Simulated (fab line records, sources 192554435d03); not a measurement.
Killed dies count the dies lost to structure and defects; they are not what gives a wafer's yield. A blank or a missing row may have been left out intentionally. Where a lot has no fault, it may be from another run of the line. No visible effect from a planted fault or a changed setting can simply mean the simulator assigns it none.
Split-lot experiment :: flow n5-finfet :: 7 lots, 39 wafers read, on a route of 1938 steps

## THE SPLIT
At N5_BEOL_M8_DESCUM_16 (chemistry O2, time 7.9 s), the setting time-s was moved away from the recipe's 7.9 s on 12 of the 39 wafers read, by +20.9% to +58.1%. For the rest of the wafers, this setting stayed at what the recipe calls for.

The reading comes from the split's own step.

## THE READING
CAR-ArF_of_BEOL_M8_COAT_05.thk-nm (the simulator's own value, which no gauge read), in nm, at N5_BEOL_M8_DESCUM_16 (chemistry O2, time 7.9 s). The file gives no usual value for it. Across the 27 wafers here that went through the recipe, the average is 83.5 nm and the standard deviation 0.18 nm.

wafer: L075.1
tool, chamber at the split: rie-diel-05, 2
time-s as run, s: 7.9
against the recipe: recipe
CAR-ArF_of_BEOL_M8_COAT_05.thk-nm, nm: 83.2
against lot-mates on the recipe: -

wafer: L075.2
tool, chamber at the split: rie-diel-05, 3,0,2
time-s as run, s: 7.9
against the recipe: recipe
CAR-ArF_of_BEOL_M8_COAT_05.thk-nm, nm: 83.6
against lot-mates on the recipe: -

wafer: L075.3
tool, chamber at the split: rie-diel-05, 3,0,2
time-s as run, s: 7.9
against the recipe: recipe
CAR-ArF_of_BEOL_M8_COAT_05.thk-nm, nm: 83.6
against lot-mates on the recipe: -

wafer: L075.6
tool, chamber at the split: rie-diel-05, 3,0,2
time-s as run, s: 7.9
against the recipe: recipe
CAR-ArF_of_BEOL_M8_COAT_05.thk-nm, nm: 83.6
against lot-mates on the recipe: -

wafer: L075.4
tool, chamber at the split: rie-diel-05, 1
time-s as run, s: 7.9
against the recipe: recipe
CAR-ArF_of_BEOL_M8_COAT_05.thk-nm, nm: 83.4
against lot-mates on the recipe: -

wafer: L075.5
tool, chamber at the split: rie-diel-05, 1
time-s as run, s: 7.9
against the recipe: recipe
CAR-ArF_of_BEOL_M8_COAT_05.thk-nm, nm: 83.4
against lot-mates on the recipe: -

wafer: L078.1
tool, chamber at the split: rie-diel-02, 1,0
time-s as run, s: 7.9
against the recipe: recipe
CAR-ArF_of_BEOL_M8_COAT_05.thk-nm, nm: 83.6
against lot-mates on the recipe: -

wafer: L078.6
tool, chamber at the split: rie-diel-02, 1,0
time-s as run, s: 7.9
against the recipe: recipe
CAR-ArF_of_BEOL_M8_COAT_05.thk-nm, nm: 83.6
against lot-mates on the recipe: -

wafer: L078.2
tool, chamber at the split: rie-diel-02, 0,1
time-s as run, s: 12.49
against the recipe: +58.1%
CAR-ArF_of_BEOL_M8_COAT_05.thk-nm, nm: 80.8
against lot-mates on the recipe: -2.9

wafer: L078.5
tool, chamber at the split: rie-diel-02, 0,1
time-s as run, s: 12.49
against the recipe: +58.1%
CAR-ArF_of_BEOL_M8_COAT_05.thk-nm, nm: 80.8
against lot-mates on the recipe: -2.9

wafer: L078.3
tool, chamber at the split: rie-diel-02, 2
time-s as run, s: 12.49
against the recipe: +58.1%
CAR-ArF_of_BEOL_M8_COAT_05.thk-nm, nm: 81
against lot-mates on the recipe: -2.7

wafer: L078.4
tool, chamber at the split: rie-diel-02, 3
time-s as run, s: 7.9
against the recipe: recipe
CAR-ArF_of_BEOL_M8_COAT_05.thk-nm, nm: 83.8
against lot-mates on the recipe: -

wafer: L083.1
tool, chamber at the split: rie-diel-05, 3
time-s as run, s: 7.9
against the recipe: recipe
CAR-ArF_of_BEOL_M8_COAT_05.thk-nm, nm: 83.6
against lot-mates on the recipe: -

wafer: L083.2
tool, chamber at the split: rie-diel-05, 2
time-s as run, s: 12.38
against the recipe: +56.7%
CAR-ArF_of_BEOL_M8_COAT_05.thk-nm, nm: 80.6
against lot-mates on the recipe: -2.9

wafer: L083.3
tool, chamber at the split: rie-diel-05, 1,3
time-s as run, s: 12.38
against the recipe: +56.7%
CAR-ArF_of_BEOL_M8_COAT_05.thk-nm, nm: 80.8
against lot-mates on the recipe: -2.7

wafer: L083.5
tool, chamber at the split: rie-diel-05, 1,3
time-s as run, s: 12.38
against the recipe: +56.7%
CAR-ArF_of_BEOL_M8_COAT_05.thk-nm, nm: 80.8
against lot-mates on the recipe: -2.7

wafer: L083.4
tool, chamber at the split: rie-diel-05, 0
time-s as run, s: 7.9
against the recipe: recipe
CAR-ArF_of_BEOL_M8_COAT_05.thk-nm, nm: 83.4
against lot-mates on the recipe: -

wafer: L083.6
tool, chamber at the split: rie-diel-05, 0
time-s as run, s: 7.9
against the recipe: recipe
CAR-ArF_of_BEOL_M8_COAT_05.thk-nm, nm: 83.4
against lot-mates on the recipe: -

wafer: L084.1
tool, chamber at the split: rie-diel-06, 1
time-s as run, s: 7.9
against the recipe: recipe
CAR-ArF_of_BEOL_M8_COAT_05.thk-nm, nm: 83.6
against lot-mates on the recipe: -

wafer: L084.2
tool, chamber at the split: rie-diel-06, 2
time-s as run, s: 9.551
against the recipe: +20.9%
CAR-ArF_of_BEOL_M8_COAT_05.thk-nm, nm: 82.2
against lot-mates on the recipe: -1.1

wafer: L084.3
tool, chamber at the split: rie-diel-06, 0,2
time-s as run, s: 7.9
against the recipe: recipe
CAR-ArF_of_BEOL_M8_COAT_05.thk-nm, nm: 83.2
against lot-mates on the recipe: -

wafer: L084.5
tool, chamber at the split: rie-diel-06, 0,2
time-s as run, s: 7.9
against the recipe: recipe
CAR-ArF_of_BEOL_M8_COAT_05.thk-nm, nm: 83.2
against lot-mates on the recipe: -

wafer: L084.4
tool, chamber at the split: rie-diel-06, 3
time-s as run, s: 9.551
against the recipe: +20.9%
CAR-ArF_of_BEOL_M8_COAT_05.thk-nm, nm: 82.6
against lot-mates on the recipe: -0.7

wafer: L084.6
tool, chamber at the split: rie-diel-06, 1
time-s as run, s: 9.551
against the recipe: +20.9%
CAR-ArF_of_BEOL_M8_COAT_05.thk-nm, nm: 82
against lot-mates on the recipe: -1.3

wafer: L092.1
tool, chamber at the split: rie-diel-06, 3
time-s as run, s: 7.9
against the recipe: recipe
CAR-ArF_of_BEOL_M8_COAT_05.thk-nm, nm: 83.4
against lot-mates on the recipe: -

wafer: L092.5
tool, chamber at the split: rie-diel-06, 3
time-s as run, s: 7.9
against the recipe: recipe
CAR-ArF_of_BEOL_M8_COAT_05.thk-nm, nm: 83.4
against lot-mates on the recipe: -

wafer: L092.2
tool, chamber at the split: rie-diel-06, 2,2,1
time-s as run, s: 7.9
against the recipe: recipe
CAR-ArF_of_BEOL_M8_COAT_05.thk-nm, nm: 83.8
against lot-mates on the recipe: -

wafer: L092.4
tool, chamber at the split: rie-diel-06, 2,2,1
time-s as run, s: 7.9
against the recipe: recipe
CAR-ArF_of_BEOL_M8_COAT_05.thk-nm, nm: 83.8
against lot-mates on the recipe: -

wafer: L092.6
tool, chamber at the split: rie-diel-06, 2,2,1
time-s as run, s: 7.9
against the recipe: recipe
CAR-ArF_of_BEOL_M8_COAT_05.thk-nm, nm: 83.8
against lot-mates on the recipe: -

wafer: L092.3
tool, chamber at the split: rie-diel-06, 1
time-s as run, s: 7.9
against the recipe: recipe
CAR-ArF_of_BEOL_M8_COAT_05.thk-nm, nm: 83.6
against lot-mates on the recipe: -

wafer: L094.4
tool, chamber at the split: rie-diel-06, 3,2
time-s as run, s: 7.9
against the recipe: recipe
CAR-ArF_of_BEOL_M8_COAT_05.thk-nm, nm: 83.6
against lot-mates on the recipe: -

wafer: L094.5
tool, chamber at the split: rie-diel-06, 3,2
time-s as run, s: 7.9
against the recipe: recipe
CAR-ArF_of_BEOL_M8_COAT_05.thk-nm, nm: 83.6
against lot-mates on the recipe: -

wafer: L094.6
tool, chamber at the split: rie-diel-06, 1
time-s as run, s: 7.9
against the recipe: recipe
CAR-ArF_of_BEOL_M8_COAT_05.thk-nm, nm: 83.4
against lot-mates on the recipe: -

wafer: L097.1
tool, chamber at the split: rie-diel-05, 1,2
time-s as run, s: 7.9
against the recipe: recipe
CAR-ArF_of_BEOL_M8_COAT_05.thk-nm, nm: 83.4
against lot-mates on the recipe: -

wafer: L097.3
tool, chamber at the split: rie-diel-05, 1,2
time-s as run, s: 7.9
against the recipe: recipe
CAR-ArF_of_BEOL_M8_COAT_05.thk-nm, nm: 83.4
against lot-mates on the recipe: -

wafer: L097.2
tool, chamber at the split: rie-diel-05, 0,1
time-s as run, s: 9.645
against the recipe: +22.1%
CAR-ArF_of_BEOL_M8_COAT_05.thk-nm, nm: 82.2
against lot-mates on the recipe: -1.1

wafer: L097.6
tool, chamber at the split: rie-diel-05, 0,1
time-s as run, s: 9.645
against the recipe: +22.1%
CAR-ArF_of_BEOL_M8_COAT_05.thk-nm, nm: 82.2
against lot-mates on the recipe: -1.1

wafer: L097.4
tool, chamber at the split: rie-diel-05, 3
time-s as run, s: 9.645
against the recipe: +22.1%
CAR-ArF_of_BEOL_M8_COAT_05.thk-nm, nm: 82.4
against lot-mates on the recipe: -0.9

wafer: L097.5
tool, chamber at the split: rie-diel-05, 2
time-s as run, s: 7.9
against the recipe: recipe
CAR-ArF_of_BEOL_M8_COAT_05.thk-nm, nm: 83.2
against lot-mates on the recipe: -
The file does not say which wafer passed through which chamber wherever a row lists several chambers: such a row stands for several wafers.

FIT RESULTS
A straight line over all 39 wafers: CAR-ArF_of_BEOL_M8_COAT_05.thk-nm changes by -0.0478 nm for each +1% of time-s; r = -0.98; the points scatter about the line by 0.2 nm.
The same after taking each lot's own level away (the mean of its wafers on the recipe; 39 wafers): -0.0483 nm for each +1%; r = -0.99; scatter 0.15 nm.
According to that fit, moving time-s by its largest amount changes the reading by 2.8 nm.
From 83.33 to 83.67 nm: that is the span of the lots' own levels, equal to 1.8 times the standard deviation above.
Consequently the slope shifts little with the lot-to-lot level, the two slopes agreeing.
Check: -2.8 nm against its lot-mates is what the line predicts for one of the wafers moved furthest among these (+58.1%) when that wafer is left out of the fit. It came out at -2.87 nm against them.

## FURTHER SPLITS ON THESE WAFERS
Other splits were also applied to these wafers ahead of the reading. Each is held against what the fit with the lots' levels taken away leaves over:
other split on the same wafers: N5_FIN_SAQP_DEVELOP_15 develop-time-s
wafers away from the commonest value: 15
r with CAR-ArF_of_BEOL_M8_COAT_05.thk-nm (lot level and that fit taken away): -0.15

other split on the same wafers: N5_STI_FIN_REVEAL_ETCHBACK_08 target-depth-a
wafers away from the commonest value: 18
r with CAR-ArF_of_BEOL_M8_COAT_05.thk-nm (lot level and that fit taken away): -0.06

other split on the same wafers: N5_SD_EPI_P_EPI_21 time-s
wafers away from the commonest value: 15
r with CAR-ArF_of_BEOL_M8_COAT_05.thk-nm (lot level and that fit taken away): -0.25

other split on the same wafers: N5_BEOL_M0_CUTY_DESCUM_61 time-s
wafers away from the commonest value: 12
r with CAR-ArF_of_BEOL_M8_COAT_05.thk-nm (lot level and that fit taken away): -0.03

other split on the same wafers: N5_BEOL_M8_ILD_DEP_00 time-s
wafers away from the commonest value: 18
r with CAR-ArF_of_BEOL_M8_COAT_05.thk-nm (lot level and that fit taken away): -0.03

## FILE'S OWN FIT
CAR-ArF_of_BEOL_M8_COAT_05.thk-nm changes by -0.0484 nm for each +1% of time-s, r = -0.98.
